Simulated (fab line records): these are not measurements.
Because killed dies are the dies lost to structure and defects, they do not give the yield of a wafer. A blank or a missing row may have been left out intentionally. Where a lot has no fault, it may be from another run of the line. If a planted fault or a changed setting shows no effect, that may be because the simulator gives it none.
Which tool did it? -- flow n5 finfet -- Sampling: 9 lots, 27 wafers, 5 of 1938 route steps

== WHAT THE GAUGES SHOWED, per wafer ==
N5_BEOL_M4_RC_MEAS_101. Usual: DIBL_N 36.6 mV/V, standard deviation 1.9; DIBL_P 36.7 mV/V, standard deviation 2.2; IOFF_N 0.16 nA/um, standard deviation 0.035; IOFF_P 0.22 nA/um, standard deviation 0.038; ION_N 672 uA/um, standard deviation 14; ION_P 462 uA/um, standard deviation 8.3; SS_N 71.6 mV/dec, standard deviation 0.65; SS_P 73.5 mV/dec, standard deviation 0.72; VT_N 250 mV, standard deviation 3.5; VT_P -250 mV, standard deviation 3.1.
lot,measured,on,DIBL_N (mV/V),DIBL_P (mV/V),IOFF_N (nA/um),IOFF_P (nA/um),ION_N (uA/um),ION_P (uA/um),SS_N (mV/dec),SS_P (mV/dec),VT_N (mV),VT_P (mV),flag
L963,day 10 02:23,prober-02,37.3 33.2 34.2,37.3 32.7 34.5,0.16 0.11 0.13,0.25 0.18 0.20,690 685 676,480 474 477,71.2 70.0 70.5,73.6 72.5 72.5,248 253 251,-247 -250 -249,
L965,day 9 15:41,prober-02,36.5 34.4 33.4,36.7 34.7 32.6,0.15 0.12 0.11,0.19 0.16 0.14,653 667 650,448 453 442,71.6 71.0 70.7,73.3 72.7 71.6,254 254 257,-258 -257 -257,
L968,day 10 21:10,prober-01,35.9 37.0 38.1,35.8 38.1 38.4,0.14 0.17 0.18,0.16 0.21 0.22,675 661 685,454 455 465,71.9 71.1 72.2,73.2 74.0 74.1,254 250 250,-256 -252 -254,
L971,day 11 17:17,prober-02,34.1 33.8 33.7,33.4 32.8 32.6,0.13 0.12 0.12,0.17 0.16 0.16,650 656 642,448 454 439,71.7 71.4 71.3,72.8 72.9 72.9,254 256 258,-253 -253 -251,
L973,day 11 17:41,prober-01,39.5 37.5 37.6,38.5 34.7 36.5,0.20 0.15 0.17,0.29 0.22 0.26,661 661 675,459 463 468,72.1 71.8 72.5,74.2 73.3 73.5,248 252 250,-245 -248 -248,
L974,day 12 08:23,prober-01,35.6 33.5 35.4,35.4 33.1 34.8,0.14 0.11 0.14,0.19 0.16 0.18,651 657 666,451 459 452,71.8 70.9 71.6,73.1 72.8 73.2,251 254 253,-250 -254 -251,
L980,day 13 09:16,prober-02,40.8 35.1 36.6,42.0 35.6 36.8,0.26 0.14 0.16,0.32 0.21 0.21,692 663 676,467 457 462,72.9 71.1 71.7,74.4 73.1 73.4,245 251 250,-245 -249 -251,
L981,day 14 07:06,prober-01,37.4 37.4 38.9,38.4 38.9 38.7,0.16 0.17 0.18,0.22 0.25 0.24,678 667 654,468 455 452,71.0 71.4 72.4,74.4 73.9 74.9,251 253 254,-249 -247 -249,
L984,day 14 16:10,prober-01,37.0 36.8 38.7,38.4 38.0 39.6,0.17 0.17 0.20,0.22 0.24 0.26,674 676 694,467 459 470,71.4 72.2 72.2,73.3 74.1 73.6,251 248 249,-250 -248 -248,

== EACH LOT AND THE TOOL THAT RAN IT (in order: tool; ch and the chambers of the sampled wafers; start) ==
lot,N5_FIN_SAQP_PECVD_47,N5_FIN_SAQP_SPACER1_ETCHBACK_25,N5_FIN_SAQP_ETCH_65,N5_FIN_SAQP_MANDREL_ETCH_58
L963,"pecvd-03 ch 0,1,2, day 2 09:55","rie diel-04 ch 0,1,2, day 2 13:19","rie si-06 ch 1,3, day 2 13:40","rie si-06 ch 1,3, day 2 13:43"
L965,"pecvd-01 ch 0,1, day 2 21:40","rie diel-02 ch 2,3, day 3 00:29","rie si-02 ch 0,1,2, day 3 00:54","rie si-02 ch 0,1,2, day 3 00:56"
L968,"pecvd-01 ch 0,1,2, day 3 15:36","rie diel-04 ch 0,1,2, day 3 18:31","rie si-05 ch 0,2,3, day 3 18:52","rie si-05 ch 0,2,3, day 3 18:54"
L971,"pecvd-04 ch 0,2, day 4 09:02","rie diel-04 ch 1,2, day 4 11:41","rie si-06 ch 1,2,3, day 4 12:02","rie si-06 ch 1,2,3, day 4 12:04"
L973,"pecvd-01 ch 0,2, day 4 22:40","rie diel-04 ch 0,2,3, day 5 02:55","rie si-05 ch 1,2,3, day 5 03:16","rie si-05 ch 1,2,3, day 5 03:18"
L974,"pecvd-04 ch 0,1,2, day 5 04:04","rie diel-04 ch 0,2,3, day 5 06:46","rie si-05 ch 0,1,3, day 5 07:07","rie si-05 ch 0,1,3, day 5 07:10"
L980,"pecvd-03 ch 0,2, day 6 14:54","rie diel-04 ch 2,3, day 6 17:44","rie si-06 ch 0,1, day 6 18:05","rie si-06 ch 0,1, day 6 18:07"
L981,"pecvd-03 ch 0,1,2, day 6 21:41","rie diel-05 ch 1,2,3, day 7 00:34","rie si-02 ch 1,2, day 7 00:55","rie si-02 ch 1,2, day 7 00:58"
L984,"pecvd-01 ch 0,1, day 7 15:28","rie diel-04 ch 0,2,3, day 7 17:56","rie si-05 ch 0,2, day 7 18:18","rie si-05 ch 0,2, day 7 18:20"
- N5_FIN_SAQP_PECVD_47: deposits a-Si from SiH4/He, target thk 45 nm, time 36.3 s.
- N5_FIN_SAQP_SPACER1_ETCHBACK_25: etches SiO2 in CHF3/O2, target depth 24.4 nm, time 12.2 s.
- N5_FIN_SAQP_ETCH_65: etches SiO2 in CF4, target depth 4 nm, time 4.4 s.
- N5_FIN_SAQP_MANDREL_ETCH_58: etches a-Si in HBr/Cl2, stops on SiNx, target depth 45 nm, bt time 10 s, time 27 s.

== WHAT THE TOOLS THEMSELVES READ (means of the sampled wafers that have a number; where no wafer has one, the mark that the record gives instead) ==
N5_FIN_SAQP_PECVD_47. Usual: heater power w 825 W, standard deviation 89; showerhead plenum p Torr 5.69 Torr, standard deviation 0.034; throttle valve pct 18.1 %, standard deviation 0.84.
lot,tool,heater power w (W),showerhead plenum p Torr (Torr),throttle valve pct (%),flag
L963,pecvd-03,727,5.67,18.3,
L965,pecvd-01,940,5.71,18.5,
L968,pecvd-01,863,5.72,17.9,
L971,pecvd-04,695,5.65,17.6,
L973,pecvd-01,918,5.73,16.9,
L974,pecvd-04,780,5.69,18.1,
L980,pecvd-03,786,5.66,18.5,
L981,pecvd-03,762,5.66,18.6,
L984,pecvd-01,931,5.71,18.6,

N5_FIN_SAQP_SPACER1_ETCHBACK_25. Usual: O2_flow_sccm 4.999 sccm, standard deviation 0.013; chamber pressure mTorr 30.002 mTorr, standard deviation 0.025; drypump motor current A 5.7 A, standard deviation 0.43; oes_f_703_au 0.76 a.u., standard deviation 0.065; oes_o_777_au 0.76 a.u., standard deviation 0.066; oes product au 0.76 a.u., standard deviation 0.064; rf vpp V 526 V, standard deviation 10; showerhead plenum p Torr 2.42 Torr, standard deviation 0.091; throttle valve pct 18.90 %, standard deviation 0.26.
lot,tool,O2_flow_sccm (sccm),chamber pressure mTorr (mTorr),drypump motor current A (A),oes_f_703_au (a.u.),oes_o_777_au (a.u.),oes product au (a.u.),rf vpp V (V),showerhead plenum p Torr (Torr),throttle valve pct (%),flag
L963,rie diel-04,4.986,30.030,5.7,0.79,0.79,0.79,517,2.40,18.82,
L965,rie diel-02,5.002,30.011,5.4,0.80,0.79,0.81,539,2.45,18.79,
L968,rie diel-04,5.007,29.982,5.7,0.78,0.78,0.78,518,2.40,18.84,
L971,rie diel-04,4.997,30.013,5.8,0.75,0.76,0.75,519,2.38,18.95,
L973,rie diel-04,4.996,30.006,5.8,0.77,0.77,0.77,517,2.39,18.84,
L974,rie diel-04,4.988,29.999,5.8,0.76,0.76,0.76,516,2.39,18.84,
L980,rie diel-04,5.006,29.992,5.9,0.72,0.73,0.72,522,2.43,19.13,
L981,rie diel-05,5.006,30.007,6.0,0.73,0.73,0.73,526,2.40,18.92,
L984,rie diel-04,4.995,29.992,5.8,0.75,0.75,0.75,516,2.38,18.87,

N5_FIN_SAQP_ETCH_65. Usual: chamber pressure mTorr 9.998 mTorr, standard deviation 0.0093; drypump motor current A 5.5 A, standard deviation 0.41; oes product au 0.998 a.u., standard deviation 0.019; rf fwd power W 789 W, standard deviation 4.1; throttle valve pct 21.87 %, standard deviation 0.18.
lot,tool,chamber pressure mTorr (mTorr),drypump motor current A (A),oes product au (a.u.),rf fwd power W (W),throttle valve pct (%),flag
L963,rie si-06,9.999,5.6,0.993,793,21.88,
L965,rie si-02,10.006,5.5,0.992,788,21.72,
L968,rie si-05,9.999,5.7,1.012,787,21.78,
L971,rie si-06,10.003,5.3,1.003,787,22.01,
L973,rie si-05,10.008,5.7,1.006,789,21.91,
L974,rie si-05,9.994,5.7,0.997,788,21.83,
L980,rie si-06,9.998,5.5,0.984,792,21.85,
L981,rie si-02,9.996,5.0,0.985,787,21.75,
L984,rie si-05,10.002,5.7,0.998,789,21.67,

N5_FIN_SAQP_MANDREL_ETCH_58. Usual: chamber pressure mTorr 10.000 mTorr, standard deviation 0.0095; drypump motor current A 5.5 A, standard deviation 0.41; oes product au 0.699 a.u., standard deviation 0.012; rf fwd power W 794 W, standard deviation 3.6; throttle valve pct 35.58 %, standard deviation 0.21.
lot,tool,chamber pressure mTorr (mTorr),drypump motor current A (A),oes product au (a.u.),rf fwd power W (W),throttle valve pct (%),flag
L963,rie si-06,9.994,5.6,0.705,795,35.54,
L965,rie si-02,9.999,5.6,0.701,795,35.50,
L968,rie si-05,9.993,5.7,0.710,794,35.50,
L971,rie si-06,10.010,5.3,0.701,793,35.78,
L973,rie si-05,9.996,5.7,0.706,991,35.59,OFF
L974,rie si-05,9.997,5.7,0.695,987,35.52,OFF
L980,rie si-06,9.995,5.5,0.692,797,35.66,
L981,rie si-02,10.007,5.1,0.689,791,35.52,
L984,rie si-05,10.006,5.7,0.697,795,35.41,

== THE ANSWER, worked out from the rows above alone ==
Rule: take the mean of a lot's wafers that have a number; if it is more than 3 standard deviations from the usual mean, the lot is off. A lot without any number at a reading at which 4 lots or more have one is off too. The other lots that the step has rows for count as sound. First the gauges in route order, then the tools' own readings, where a lot's mean is used as printed above. The first step at which some lot is off is used, and at that step the reading that is off furthest; a lot without a number counts as furthest.
Off at N5_FIN_SAQP_MANDREL_ETCH_58 (rf fwd power W): L973, L974.
If a tool, at that step or one of the process steps before it, ran each lot that is off and ran no sound lot following the first of them, it fits. Not one of the candidates tried fits.

== WHAT HAD BEEN PUT IN BY THE SIMULATOR ==
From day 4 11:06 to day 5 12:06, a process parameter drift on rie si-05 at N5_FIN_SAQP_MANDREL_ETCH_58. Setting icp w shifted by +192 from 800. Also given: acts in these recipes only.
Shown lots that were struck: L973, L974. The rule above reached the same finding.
